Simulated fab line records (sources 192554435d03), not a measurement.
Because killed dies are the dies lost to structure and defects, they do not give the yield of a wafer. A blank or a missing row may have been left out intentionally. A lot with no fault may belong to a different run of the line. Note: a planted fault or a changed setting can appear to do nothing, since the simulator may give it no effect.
Matching of chambers / flow n5_finfet / 4 sister chambers for N5_BEOL_M5_STRIP_64 on rie_diel-04
The step strips in CF4. 16 wafers are shown with their chamber, then 8 later ones without.

WAFERS, EACH WITH ITS CHAMBER
wafer=L075.1; chamber=3; showerhead_plenum_p_Torr (Torr)=1.80; oes_product_au (a.u.)=0.78; throttle_valve_pct (%)=13.85
wafer=L075.2; chamber=0; showerhead_plenum_p_Torr (Torr)=1.76; oes_product_au (a.u.)=0.82; throttle_valve_pct (%)=13.59
wafer=L075.3; chamber=1; showerhead_plenum_p_Torr (Torr)=1.85; oes_product_au (a.u.)=0.68; throttle_valve_pct (%)=13.82
wafer=L079.2; chamber=0; showerhead_plenum_p_Torr (Torr)=1.75; oes_product_au (a.u.)=0.81; throttle_valve_pct (%)=13.58
wafer=L079.4; chamber=1; showerhead_plenum_p_Torr (Torr)=1.84; oes_product_au (a.u.)=0.67; throttle_valve_pct (%)=13.84
wafer=L079.5; chamber=3; showerhead_plenum_p_Torr (Torr)=1.79; oes_product_au (a.u.)=0.76; throttle_valve_pct (%)=13.85
wafer=L086.1; chamber=2; showerhead_plenum_p_Torr (Torr)=1.75; oes_product_au (a.u.)=0.91; throttle_valve_pct (%)=13.58
wafer=L086.3; chamber=1; showerhead_plenum_p_Torr (Torr)=1.84; oes_product_au (a.u.)=0.66; throttle_valve_pct (%)=13.85
wafer=L086.5; chamber=2; showerhead_plenum_p_Torr (Torr)=1.75; oes_product_au (a.u.)=0.92; throttle_valve_pct (%)=13.57
wafer=L087.2; chamber=2; showerhead_plenum_p_Torr (Torr)=1.75; oes_product_au (a.u.)=0.90; throttle_valve_pct (%)=13.60
wafer=L087.4; chamber=0; showerhead_plenum_p_Torr (Torr)=1.75; oes_product_au (a.u.)=0.79; throttle_valve_pct (%)=13.62
wafer=L087.5; chamber=3; showerhead_plenum_p_Torr (Torr)=1.79; oes_product_au (a.u.)=0.75; throttle_valve_pct (%)=13.88
wafer=L088.1; chamber=2; showerhead_plenum_p_Torr (Torr)=1.75; oes_product_au (a.u.)=0.90; throttle_valve_pct (%)=13.59
wafer=L088.2; chamber=3; showerhead_plenum_p_Torr (Torr)=1.79; oes_product_au (a.u.)=0.75; throttle_valve_pct (%)=13.90
wafer=L088.4; chamber=0; showerhead_plenum_p_Torr (Torr)=1.75; oes_product_au (a.u.)=0.80; throttle_valve_pct (%)=13.62
wafer=L089.1; chamber=0; showerhead_plenum_p_Torr (Torr)=1.75; oes_product_au (a.u.)=0.79; throttle_valve_pct (%)=13.64

SIGNATURES (averages over the wafers above)
reading=showerhead_plenum_p_Torr; chamber 0=1.7520; chamber 1=1.8433; chamber 2=1.7500; chamber 3=1.7925; scatter within a chamber=0.0043
reading=oes_product_au; chamber 0=0.8020; chamber 1=0.6700; chamber 2=0.9075; chamber 3=0.7600; scatter within a chamber=0.0121
reading=throttle_valve_pct; chamber 0=13.6100; chamber 1=13.8367; chamber 2=13.5850; chamber 3=13.8700; scatter within a chamber=0.0207
Rule: for each reading, subtract the chamber's mean from the wafer's reading, divide by that reading's scatter and square the result; add these up over the readings and take the root, which gives the wafer's distance from the chamber. The wafer belongs to the nearest chamber; if the next one is less than 2 further off, it can't be placed. The scatter: take each reading less its chamber's mean, square it, sum over the shown wafers, divide by the number of wafers less the number of chambers, and take the root.

WAFERS MISSING THEIR CHAMBER
wafer=L089.5; showerhead_plenum_p_Torr (Torr)=1.79; oes_product_au (a.u.)=0.74; throttle_valve_pct (%)=13.88
wafer=L089.6; showerhead_plenum_p_Torr (Torr)=1.75; oes_product_au (a.u.)=0.79; throttle_valve_pct (%)=13.61
wafer=L090.3; showerhead_plenum_p_Torr (Torr)=1.75; oes_product_au (a.u.)=0.88; throttle_valve_pct (%)=13.59
wafer=L090.5; showerhead_plenum_p_Torr (Torr)=1.75; oes_product_au (a.u.)=0.89; throttle_valve_pct (%)=13.62
wafer=L090.6; showerhead_plenum_p_Torr (Torr)=1.79; oes_product_au (a.u.)=0.74; throttle_valve_pct (%)=13.90
wafer=L091.1; showerhead_plenum_p_Torr (Torr)=1.75; oes_product_au (a.u.)=0.79; throttle_valve_pct (%)=13.63
wafer=L091.4; showerhead_plenum_p_Torr (Torr)=1.79; oes_product_au (a.u.)=0.75; throttle_valve_pct (%)=13.90
wafer=L091.5; showerhead_plenum_p_Torr (Torr)=1.75; oes_product_au (a.u.)=0.89; throttle_valve_pct (%)=13.61

CHAMBER TAKEN BY EACH
wafer=L089.5; from the rows above=3; in truth=3
wafer=L089.6; from the rows above=0; in truth=0
wafer=L090.3; from the rows above=2; in truth=2
wafer=L090.5; from the rows above=2; in truth=2
wafer=L090.6; from the rows above=3; in truth=3
wafer=L091.1; from the rows above=0; in truth=0
wafer=L091.4; from the rows above=3; in truth=3
wafer=L091.5; from the rows above=2; in truth=2
8 of 8 placed correctly. Not placeable from these rows: 0. 0 placed wrongly.
